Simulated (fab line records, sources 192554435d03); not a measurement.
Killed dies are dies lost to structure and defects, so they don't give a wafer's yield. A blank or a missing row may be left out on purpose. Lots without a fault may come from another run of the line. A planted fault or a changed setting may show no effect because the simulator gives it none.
Chamber matching | flow n5_finfet | N5_BEOL_M1_PRE_CLEAN_60 on cvd_co-02: 3 sister chambers
The step time 15 s. 3 wafers are shown with their chamber, then 12 later ones without.

WAFERS WITH THEIR CHAMBER
wafer  | chamber | heater_power_w (W)
L088.4 | 0       | 102
L087.1 | 2       | 86
L087.6 | 1       | 110

WAFERS WITHOUT THEIR CHAMBER
wafer  | heater_power_w (W)
L090.1 | 85
L090.3 | 108
L090.5 | 103
L091.3 | 85
L091.5 | 88
L091.6 | 103
L096.1 | 105
L096.2 | 106
L096.5 | 84
L097.2 | 104
L097.3 | 109
L097.5 | 106

WHICH CHAMBER EACH WENT THROUGH
wafer  | from the rows above     | in truth
L090.1 | 2                       | 2
L090.3 | can't be placed: 1 or 0 | 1
L090.5 | 0                       | 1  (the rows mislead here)
L091.3 | 2                       | 2
L091.5 | 2                       | 2
L091.6 | 0                       | 0
L096.1 | can't be placed: 0 or 1 | 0
L096.2 | can't be placed: 0 or 1 | 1
L096.5 | 2                       | 2
L097.2 | can't be placed: 0 or 1 | 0
L097.3 | 1                       | 1
L097.5 | can't be placed: 0 or 1 | 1
Placed correctly: 6 of 12. Can't be placed from these rows: 5 (the true chamber is among the candidates in 5). Placed wrongly: 1.
How it was worked out, from the rows above alone: a wafer's distance from a chamber is the root of the sum, over the readings, of the square of ((its reading less the chamber's mean) divided by the reading's scatter). The wafer belongs to the nearest chamber; if the next one is less than 2 further off, it can't be placed. A chamber's mean is the mean of its shown wafers. The scatter: with one shown wafer a chamber, the root of the mean of the squares of how far each hidden wafer lies from its nearest shown one.
